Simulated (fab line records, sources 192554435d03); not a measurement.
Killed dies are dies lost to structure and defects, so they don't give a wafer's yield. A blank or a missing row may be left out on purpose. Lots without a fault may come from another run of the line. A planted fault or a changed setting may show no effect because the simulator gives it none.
Chamber matching | flow n5_finfet | N5_BEOL_M0_SAQP_MANDREL_ETCH_103 on rie_si-01: 4 sister chambers
The step etches a-Si in HBr/Cl2, stops on SiCN, target depth 45 nm, bt time 10 s, time 27 s. 18 wafers are shown with their chamber, then 9 later ones without.

WAFERS WITH THEIR CHAMBER
wafer  | chamber | drypump_motor_current_A (A) | throttle_valve_pct (%) | oes_product_au (a.u.)
L074.1 | 1       | 6.3                         | 35.7                   | 0.681
L074.3 | 3       | 5.9                         | 35.7                   | 0.707
L074.6 | 1       | 6.3                         | 35.7                   | 0.695
L077.2 | 3       | 5.8                         | 35.7                   | 0.691
L077.5 | 2       | 6.3                         | 35.5                   | 0.684
L077.6 | 1       | 6.2                         | 35.7                   | 0.692
L079.3 | 3       | 5.9                         | 35.7                   | 0.692
L079.5 | 2       | 6.3                         | 35.4                   | 0.699
L079.6 | 3       | 5.9                         | 35.7                   | 0.701
L082.2 | 3       | 5.8                         | 35.7                   | 0.694
L082.4 | 1       | 6.3                         | 35.7                   | 0.687
L082.5 | 3       | 5.8                         | 35.7                   | 0.696
L085.1 | 1       | 6.2                         | 35.7                   | 0.692
L085.3 | 2       | 6.3                         | 35.5                   | 0.671
L085.4 | 3       | 5.8                         | 35.7                   | 0.691
L086.1 | 0       | 5.4                         | 35.4                   | 0.670
L086.2 | 1       | 6.3                         | 35.7                   | 0.674
L086.4 | 2       | 6.3                         | 35.5                   | 0.694

SIGNATURES (means of the wafers above)
reading                 | chamber 0 | chamber 1 | chamber 2 | chamber 3 | scatter within a chamber
drypump_motor_current_A | 5.400     | 6.267     | 6.300     | 5.843     | 0.0467
throttle_valve_pct      | 35.400    | 35.700    | 35.475    | 35.700    | 0.0231
oes_product_au          | 0.67000   | 0.68683   | 0.68700   | 0.69600   | 0.00842
Rule: a wafer's distance from a chamber is the root of the sum, over the readings, of the square of ((its reading less the chamber's mean) divided by the reading's scatter). The wafer belongs to the nearest chamber; if the next one is less than 2 further off, it can't be placed. The scatter: the root of (the sum of the squares of (reading less its chamber's mean) over the shown wafers, divided by (wafers less chambers)).

WAFERS WITHOUT THEIR CHAMBER
wafer  | drypump_motor_current_A (A) | throttle_valve_pct (%) | oes_product_au (a.u.)
L089.1 | 6.3                         | 35.7                   | 0.692
L089.3 | 5.4                         | 35.3                   | 0.686
L089.6 | 6.2                         | 35.7                   | 0.701
L093.3 | 5.8                         | 35.7                   | 0.701
L093.4 | 6.3                         | 35.7                   | 0.688
L093.5 | 5.4                         | 35.4                   | 0.676
L096.1 | 6.3                         | 35.5                   | 0.680
L096.4 | 6.3                         | 35.7                   | 0.693
L096.5 | 5.4                         | 35.4                   | 0.681

WHICH CHAMBER EACH WENT THROUGH
wafer  | from the rows above | in truth
L089.1 | 1                   | 1
L089.3 | 0                   | 0
L089.6 | 1                   | 1
L093.3 | 3                   | 3
L093.4 | 1                   | 1
L093.5 | 0                   | 0
L096.1 | 2                   | 2
L096.4 | 1                   | 1
L096.5 | 0                   | 0
Placed correctly: 9 of 9. Can't be placed from these rows: 0. Placed wrongly: 0.
